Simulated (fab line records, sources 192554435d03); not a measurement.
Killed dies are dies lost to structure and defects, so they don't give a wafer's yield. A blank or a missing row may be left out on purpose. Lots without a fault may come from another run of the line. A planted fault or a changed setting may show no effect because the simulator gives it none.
Which tool did it? | flow n5_finfet | 24 lots, 72 wafers sampled, at 6 steps of a route of 1938

WHAT THE GAUGES READ, wafer by wafer
The record holds no reading of a measuring or inspecting step that can be judged against a usual standard deviation.

WHICH TOOL RAN EACH LOT (tool, then ch and the chambers of the sampled wafers, then the start)
lot  | N5_HKMG_FIN_STRIP_93              | N5_HKMG_FIN_ALD_36                 | N5_HKMG_FIN_STRIP_34              | N5_HKMG_FIN_STRIP_19                 | N5_HKMG_FIN_STRIP_88                 | N5_HKMG_FIN_ALD_71
L074 | rie_diel-06 ch 1,2,3, day 3 23:34 | ald_metal-03 ch 0,1,2, day 4 01:11 | rie_diel-03 ch 1,2,3, day 4 02:43 | plasma_asher-01 ch 0,1, day 4 03:09  | plasma_asher-01 ch 0,1, day 4 04:19  | ald_metal-03 ch 2,3, day 4 04:40
L075 | rie_diel-01 ch 0,1,3, day 4 04:48 | ald_metal-01 ch 0,1,3, day 4 06:12 | rie_diel-06 ch 1,3, day 4 07:44   | plasma_asher-01 ch 0,1, day 4 08:10  | plasma_asher-02 ch 0,1, day 4 09:08  | ald_metal-01 ch 0,1,3, day 4 09:30
L076 | rie_diel-01 ch 0,1,3, day 4 16:40 | ald_metal-04 ch 0,1,3, day 4 18:10 | rie_diel-06 ch 0,1,3, day 4 19:42 | plasma_asher-02 ch 0,1, day 4 20:01  | plasma_asher-01 ch 0,1, day 4 20:59  | ald_metal-01 ch 0,3, day 4 21:28
L077 | rie_diel-06 ch 1,2, day 4 18:55   | ald_metal-04 ch 1,3, day 4 20:28   | rie_diel-01 ch 0,1, day 4 21:52   | plasma_asher-01 ch 0,1, day 4 22:11  | plasma_asher-01 ch 1, day 4 23:09    | ald_metal-01 ch 1,3, day 4 23:38
L078 | rie_diel-06 ch 0,1,3, day 5 01:23 | ald_metal-01 ch 0,3, day 5 03:35   | rie_diel-01 ch 0,1,3, day 5 04:59 | plasma_asher-01 ch 0, day 5 05:18    | plasma_asher-02 ch 1, day 5 06:16    | ald_metal-04 ch 0,1,3, day 5 06:46
L079 | rie_diel-03 ch 0,2, day 5 07:58   | ald_metal-04 ch 1,3, day 5 09:26   | rie_diel-03 ch 0,2, day 5 10:58   | plasma_asher-02 ch 0,1, day 5 11:17  | plasma_asher-01 ch 0,1, day 5 12:15  | ald_metal-01 ch 1,2, day 5 12:44
L080 | rie_diel-01 ch 1,2,3, day 5 14:08 | ald_metal-04 ch 0,1,2, day 5 15:48 | rie_diel-01 ch 1,2,3, day 5 17:43 | plasma_asher-01 ch 0,1, day 5 18:01  | plasma_asher-01 ch 0,1, day 5 19:04  | ald_metal-03 ch 1,3, day 5 19:32
L081 | rie_diel-03 ch 0,2,3, day 5 23:53 | ald_metal-03 ch 0,1,3, day 6 01:21 | rie_diel-03 ch 1,2,3, day 6 02:53 | plasma_asher-02 ch 0,1, day 6 03:12  | plasma_asher-01 ch 0,1, day 6 04:11  | ald_metal-04 ch 0,1,2, day 6 04:40
L082 | rie_diel-06 ch 0,2, day 6 00:37   | ald_metal-03 ch 0,3, day 6 02:08   | rie_diel-03 ch 0,1, day 6 03:40   | plasma_asher-02 ch 0,1, day 6 03:58  | plasma_asher-01 ch 0,1, day 6 04:57  | ald_metal-03 ch 1,2,3, day 6 05:26
L083 | rie_diel-03 ch 0,1,2, day 6 08:06 | ald_metal-01 ch 1,2,3, day 6 09:50 | rie_diel-06 ch 1,3, day 6 11:14   | plasma_asher-02 ch 0,1, day 6 11:41  | plasma_asher-02 ch 0,1, day 6 12:39  | ald_metal-04 ch 0,1,2, day 6 13:01
L084 | rie_diel-01 ch 0,1,2, day 6 12:29 | ald_metal-01 ch 0,2,3, day 6 14:01 | rie_diel-06 ch 1,3, day 6 15:39   | plasma_asher-01 ch 0,1, day 6 15:58  | plasma_asher-01 ch 0,1, day 6 16:56  | ald_metal-01 ch 0,1,2, day 6 17:25
L085 | rie_diel-03 ch 2,3, day 6 21:17   | ald_metal-01 ch 0,3, day 6 22:42   | rie_diel-01 ch 0,1,3, day 7 00:54 | plasma_asher-01 ch 1, day 7 01:13    | plasma_asher-01 ch 0,1, day 7 02:39  | ald_metal-01 ch 0,2,3, day 7 03:08
L086 | rie_diel-03 ch 0,1,3, day 6 23:07 | ald_metal-03 ch 0,1, day 7 00:37   | rie_diel-03 ch 0,1,2, day 7 02:09 | plasma_asher-02 ch 0,1, day 7 02:28  | plasma_asher-02 ch 0,1, day 7 03:26  | ald_metal-04 ch 0,1,2, day 7 03:55
L087 | rie_diel-03 ch 0,2,3, day 7 08:56 | ald_metal-01 ch 0,1,2, day 7 10:20 | rie_diel-03 ch 0,1,3, day 7 11:43 | plasma_asher-02 ch 0,1, day 7 12:10  | plasma_asher-02 ch 0,1, day 7 13:12  | ald_metal-04 ch 0,2, day 7 13:34
L088 | rie_diel-06 ch 0,2,3, day 7 10:44 | ald_metal-04 ch 0,1,2, day 7 12:18 | rie_diel-03 ch 0,1,3, day 7 14:27 | plasma_asher-02 ch 0,1, day 7 14:46  | plasma_asher-02 ch 0,1, day 7 15:48  | ald_metal-04 ch 0,2,3, day 7 16:17
L089 | rie_diel-03 ch 0,1,3, day 8 00:52 | ald_metal-03 ch 0,1, day 8 02:28   | rie_diel-06 ch 0,3, day 8 04:04   | plasma_asher-02 ch 0,1, day 8 04:23  | plasma_asher-01 ch 0, day 8 05:25    | ald_metal-01 ch 0,1, day 8 05:54
L090 | rie_diel-06 ch 0,3, day 8 02:40   | ald_metal-01 ch 0,2, day 8 04:14   | rie_diel-06 ch 1,3, day 8 06:04   | plasma_asher-02 ch 0,1, day 8 06:22  | plasma_asher-02 ch 0,1, day 8 07:20  | ald_metal-01 ch 0,2,3, day 8 07:50
L091 | rie_diel-01 ch 0,2,3, day 8 09:52 | ald_metal-01 ch 0,2,3, day 8 11:19 | rie_diel-06 ch 0,1, day 8 12:50   | plasma_asher-02 ch 0,1, day 8 13:09  | plasma_asher-02 ch 0,1, day 8 14:08  | ald_metal-01 ch 1,2,3, day 8 14:37
L092 | rie_diel-03 ch 0,1,3, day 8 14:34 | ald_metal-01 ch 0,1, day 8 15:59   | rie_diel-06 ch 0,3, day 8 17:31   | plasma_asher-01 ch 0,1, day 8 17:52  | plasma_asher-01 ch 0, day 8 18:53    | ald_metal-04 ch 1,3, day 8 19:22
L093 | rie_diel-01 ch 0,3, day 8 21:53   | ald_metal-03 ch 0,3, day 8 23:23   | rie_diel-06 ch 0,1, day 9 00:47   | plasma_asher-01 ch 1, day 9 01:06    | plasma_asher-02 ch 0, day 9 02:05    | ald_metal-01 ch 0,1,3, day 9 02:34
L094 | rie_diel-06 ch 1,2,3, day 9 03:05 | ald_metal-04 ch 0,1,3, day 9 04:53 | rie_diel-03 ch 0,1,2, day 9 06:17 | plasma_asher-02 ch 0,1, day 9 06:38  | plasma_asher-02 ch 0,1, day 9 07:37  | ald_metal-04 ch 1,2,3, day 9 08:06
L095 | rie_diel-03 ch 0,1,3, day 9 09:56 | ald_metal-03 ch 1,2,3, day 9 11:38 | rie_diel-01 ch 0,1,2, day 9 13:02 | plasma_asher-02 ch 0,1, day 9 13:28  | plasma_asher-02 ch 0,1, day 9 14:26  | ald_metal-03 ch 1,2,3, day 9 14:56
L096 | rie_diel-01 ch 0,1, day 9 14:35   | ald_metal-04 ch 0,2,3, day 9 16:02 | rie_diel-03 ch 0,1,3, day 9 17:34 | plasma_asher-02 ch 0,1, day 9 17:53  | plasma_asher-01 ch 0,1, day 9 18:51  | ald_metal-04 ch 0,2,3, day 9 19:20
L097 | rie_diel-06 ch 0,1,3, day 9 20:37 | ald_metal-01 ch 0,2,3, day 9 22:17 | rie_diel-03 ch 0,1, day 9 23:49   | plasma_asher-02 ch 0,1, day 10 00:08 | plasma_asher-01 ch 0,1, day 10 01:11 | ald_metal-03 ch 1,2,3, day 10 01:47
- N5_HKMG_FIN_STRIP_93: strips SOC in N2/H2, time 20 s.
- N5_HKMG_FIN_ALD_36: deposits TiN, target thk 1 nm, pulse time 1 s, purge time 3 s.
- N5_HKMG_FIN_STRIP_34: strips in CF4.
- N5_HKMG_FIN_STRIP_19: strips in N2/H2, time 360 s.
- N5_HKMG_FIN_STRIP_88: strips in N2/H2, time 360 s.
- N5_HKMG_FIN_ALD_71: deposits TiN, target thk 1 nm, pulse time 1 s, purge time 3 s.

WHAT THE TOOLS THEMSELVES READ (means of the sampled wafers that have a number; where no wafer has one, the mark that the record gives instead)
N5_HKMG_FIN_STRIP_93.
lot  | tool        | drypump_motor_current_A (A) | oes_product_au (a.u.) | rf_vpp_V (V) | showerhead_plenum_p_Torr (Torr) | throttle_valve_pct (%)
L074 | rie_diel-06 | 5.5                         | 0.81                  | 54.3         | 3.36                            | 19.2
L075 | rie_diel-01 | 5.8                         | 0.77                  | 53.4         | 3.30                            | 18.8
L076 | rie_diel-01 | 5.8                         | 0.76                  | 54.3         | 3.30                            | 18.8
L077 | rie_diel-06 | 5.5                         | 0.80                  | 53.7         | 3.35                            | 19.1
L078 | rie_diel-06 | 5.8                         | 0.74                  | 54.2         | 3.29                            | 18.9
L079 | rie_diel-03 | 5.6                         | 0.71                  | 53.7         | 3.21                            | 19.2
L080 | rie_diel-01 | 6.1                         | 0.83                  | 53.6         | 3.28                            | 18.7
L081 | rie_diel-03 | 5.6                         | 0.74                  | 53.6         | 3.28                            | 19.3
L082 | rie_diel-06 | 5.5                         | 0.85                  | 55.0         | 3.30                            | 18.7
L083 | rie_diel-03 | 5.6                         | 0.80                  | 54.3         | 3.28                            | 18.9
L084 | rie_diel-01 | 5.7                         | 0.77                  | 53.3         | 3.29                            | 18.9
L085 | rie_diel-03 | 5.8                         | 0.73                  | 53.6         | 3.25                            | 19.3
L086 | rie_diel-03 | 5.6                         | 0.83                  | 53.8         | 3.35                            | 19.0
L087 | rie_diel-03 | 5.6                         | 0.74                  | 54.4         | 3.27                            | 19.3
L088 | rie_diel-06 | 5.5                         | 0.79                  | 54.9         | 3.32                            | 19.1
L089 | rie_diel-03 | 5.6                         | 0.81                  | 53.5         | 3.35                            | 19.0
L090 | rie_diel-06 | 5.9                         | 0.75                  | 53.6         | 3.26                            | 18.8
L091 | rie_diel-01 | 5.6                         | 0.81                  | 54.8         | 3.28                            | 18.8
L092 | rie_diel-03 | 5.6                         | 0.81                  | 54.5         | 3.34                            | 19.0
L093 | rie_diel-01 | 5.3                         | 0.74                  | 54.9         | 3.29                            | 19.0
L094 | rie_diel-06 | 5.6                         | 0.75                  | 54.1         | 3.34                            | 19.3
L095 | rie_diel-03 | 5.6                         | 0.80                  | 53.7         | 3.34                            | 19.0
L096 | rie_diel-01 | 5.4                         | 0.77                  | 53.6         | 3.30                            | 19.0
L097 | rie_diel-06 | 5.8                         | 0.71                  | 53.8         | 3.27                            | 19.0

N5_HKMG_FIN_ALD_36.
lot  | tool         | heater_power_w (W) | precursor_pulse_height_rel
L074 | ald_metal-03 | 960                | 0.991
L075 | ald_metal-01 | 864                | 0.999
L076 | ald_metal-04 | 910                | 1.005
L077 | ald_metal-04 | 933                | 1.009
L078 | ald_metal-01 | 851                | 1.021
L079 | ald_metal-04 | 942                | 0.999
L080 | ald_metal-04 | 935                | 0.998
L081 | ald_metal-03 | 871                | 0.988
L082 | ald_metal-03 | 758                | 1.009
L083 | ald_metal-01 | 857                | 1.007
L084 | ald_metal-01 | 840                | 1.003
L085 | ald_metal-01 | 895                | 0.992
L086 | ald_metal-03 | 955                | 0.996
L087 | ald_metal-01 | 839                | 1.016
L088 | ald_metal-04 | 940                | 1.002
L089 | ald_metal-03 | 964                | 1.011
L090 | ald_metal-01 | 776                | 1.020
L091 | ald_metal-01 | 825                | 1.005
L092 | ald_metal-01 | 879                | 0.996
L093 | ald_metal-03 | 817                | 0.996
L094 | ald_metal-04 | 898                | 0.993
L095 | ald_metal-03 | 915                | 1.013
L096 | ald_metal-04 | 924                | 1.002
L097 | ald_metal-01 | 836                | 1.002

N5_HKMG_FIN_STRIP_34.
lot  | tool        | drypump_motor_current_A (A) | oes_product_au (a.u.) | rf_vpp_V (V) | showerhead_plenum_p_Torr (Torr) | throttle_valve_pct (%)
L074 | rie_diel-03 | 5.8                         | 0.74                  | 271.8        | 1.78                            | 13.66
L075 | rie_diel-06 | 5.8                         | 0.70                  | 270.5        | 1.79                            | 13.84
L076 | rie_diel-06 | 5.8                         | 0.73                  | 270.9        | 1.77                            | 13.67
L077 | rie_diel-01 | 5.3                         | 0.70                  | 271.0        | 1.79                            | 13.92
L078 | rie_diel-01 | 5.7                         | 0.75                  | 270.6        | 1.77                            | 13.60
L079 | rie_diel-03 | 5.6                         | 0.71                  | 269.0        | 1.70                            | 13.73
L080 | rie_diel-01 | 6.1                         | 0.82                  | 270.1        | 1.76                            | 13.42
L081 | rie_diel-03 | 5.8                         | 0.83                  | 270.4        | 1.77                            | 13.50
L082 | rie_diel-03 | 5.4                         | 0.81                  | 270.0        | 1.75                            | 13.36
L083 | rie_diel-06 | 5.9                         | 0.68                  | 269.7        | 1.79                            | 13.89
L084 | rie_diel-06 | 5.8                         | 0.68                  | 270.9        | 1.79                            | 13.90
L085 | rie_diel-01 | 5.8                         | 0.73                  | 270.8        | 1.76                            | 13.64
L086 | rie_diel-03 | 5.6                         | 0.78                  | 270.0        | 1.75                            | 13.49
L087 | rie_diel-03 | 5.6                         | 0.81                  | 271.0        | 1.78                            | 13.41
L088 | rie_diel-03 | 5.6                         | 0.80                  | 271.7        | 1.78                            | 13.41
L089 | rie_diel-06 | 5.9                         | 0.74                  | 270.2        | 1.75                            | 13.54
L090 | rie_diel-06 | 5.9                         | 0.68                  | 270.2        | 1.78                            | 13.96
L091 | rie_diel-06 | 5.7                         | 0.71                  | 270.6        | 1.77                            | 13.70
L092 | rie_diel-06 | 5.8                         | 0.74                  | 270.0        | 1.74                            | 13.55
L093 | rie_diel-06 | 5.7                         | 0.71                  | 269.3        | 1.76                            | 13.70
L094 | rie_diel-03 | 5.6                         | 0.85                  | 271.2        | 1.81                            | 13.35
L095 | rie_diel-01 | 5.6                         | 0.82                  | 270.2        | 1.76                            | 13.62
L096 | rie_diel-03 | 5.6                         | 0.78                  | 270.5        | 1.77                            | 13.46
L097 | rie_diel-03 | 5.4                         | 0.76                  | 270.2        | 1.74                            | 13.45

N5_HKMG_FIN_STRIP_19.
lot  | tool            | drypump_motor_current_A (A) | heater_power_w (W)
L074 | plasma_asher-01 | 5.4                         | 472
L075 | plasma_asher-01 | 5.0                         | 459
L076 | plasma_asher-02 | 5.9                         | 477
L077 | plasma_asher-01 | 5.4                         | 471
L078 | plasma_asher-01 | 5.7                         | 481
L079 | plasma_asher-02 | 5.9                         | 477
L080 | plasma_asher-01 | 5.1                         | 465
L081 | plasma_asher-02 | 6.1                         | 467
L082 | plasma_asher-02 | 6.1                         | 477
L083 | plasma_asher-02 | 5.9                         | 479
L084 | plasma_asher-01 | 5.4                         | 471
L085 | plasma_asher-01 | 4.7                         | 451
L086 | plasma_asher-02 | 6.1                         | 464
L087 | plasma_asher-02 | 6.1                         | 472
L088 | plasma_asher-02 | 5.9                         | 471
L089 | plasma_asher-02 | 5.9                         | 475
L090 | plasma_asher-02 | 6.1                         | 468
L091 | plasma_asher-02 | 6.1                         | 470
L092 | plasma_asher-01 | 5.4                         | 479
L093 | plasma_asher-01 | 4.7                         | 454
L094 | plasma_asher-02 | 6.1                         | 468
L095 | plasma_asher-02 | 5.9                         | 470
L096 | plasma_asher-02 | 6.1                         | 468
L097 | plasma_asher-02 | 6.1                         | 479

N5_HKMG_FIN_STRIP_88.
lot  | tool            | drypump_motor_current_A (A) | heater_power_w (W)
L074 | plasma_asher-01 | 5.4                         | 476
L075 | plasma_asher-02 | 6.1                         | 472
L076 | plasma_asher-01 | 5.4                         | 475
L077 | plasma_asher-01 | 4.7                         | 452
L078 | plasma_asher-02 | 5.8                         | 484
L079 | plasma_asher-01 | 5.0                         | 459
L080 | plasma_asher-01 | 5.0                         | 460
L081 | plasma_asher-01 | 5.1                         | 466
L082 | plasma_asher-01 | 5.1                         | 463
L083 | plasma_asher-02 | 5.9                         | 487
L084 | plasma_asher-01 | 5.0                         | 465
L085 | plasma_asher-01 | 5.4                         | 469
L086 | plasma_asher-02 | 6.1                         | 463
L087 | plasma_asher-02 | 6.1                         | 472
L088 | plasma_asher-02 | 5.9                         | 477
L089 | plasma_asher-01 | 5.7                         | 481
L090 | plasma_asher-02 | 5.9                         | 478
L091 | plasma_asher-02 | 5.9                         | 482
L092 | plasma_asher-01 | 5.7                         | 489
L093 | plasma_asher-02 | 6.2                         | 466
L094 | plasma_asher-02 | 5.9                         | 478
L095 | plasma_asher-02 | 6.1                         | 469
L096 | plasma_asher-01 | 5.1                         | 463
L097 | plasma_asher-01 | 5.0                         | 465

N5_HKMG_FIN_ALD_71.
lot  | tool         | heater_power_w (W) | precursor_pulse_height_rel
L074 | ald_metal-03 | 914                | 0.987
L075 | ald_metal-01 | 880                | 1.006
L076 | ald_metal-01 | 854                | 0.999
L077 | ald_metal-01 | 930                | 0.995
L078 | ald_metal-04 | 903                | 0.999
L079 | ald_metal-01 | 860                | 1.004
L080 | ald_metal-03 | 807                | 1.021
L081 | ald_metal-04 | 919                | 0.990
L082 | ald_metal-03 | 905                | 0.980
L083 | ald_metal-04 | 924                | 0.997
L084 | ald_metal-01 | 819                | 0.984
L085 | ald_metal-01 | 832                | 1.001
L086 | ald_metal-04 | 936                | 1.001
L087 | ald_metal-04 | 888                | 1.009
L088 | ald_metal-04 | 923                | 1.016
L089 | ald_metal-01 | 873                | 0.991
L090 | ald_metal-01 | 831                | 1.011
L091 | ald_metal-01 | 861                | 1.007
L092 | ald_metal-04 | 931                | 1.005
L093 | ald_metal-01 | 897                | 1.009
L094 | ald_metal-04 | 961                | 0.995
L095 | ald_metal-03 | 916                | 0.991
L096 | ald_metal-04 | 919                | 1.004
L097 | ald_metal-03 | 911                | 0.989

THE ANSWER, worked out from the rows above alone
Rule: what is usual is taken from the lots themselves. Put in order of their means at a reading, lots are off if they are a third of the lots or fewer, leave a main group of 4 or more, and stand apart from it by a gap of 3 or more times the standard deviation of the main group's means; of several such gaps the widest counts. A main group whose means are all the same, to the digits that the tables above print for the reading, isn't used. A lot without any number at a reading at which 4 lots or more have one is off too. The other lots that the step has rows for count as sound. The gauges are gone through in route order, then the tools' own readings, and for those a lot's mean is taken as printed above. The first step at which some lot is off is used, and at that step the reading that is off furthest; a lot without a number counts as furthest.
No lot is off at any reading shown: from this, nothing can be told.

WHAT THE SIMULATOR HAD PUT IN
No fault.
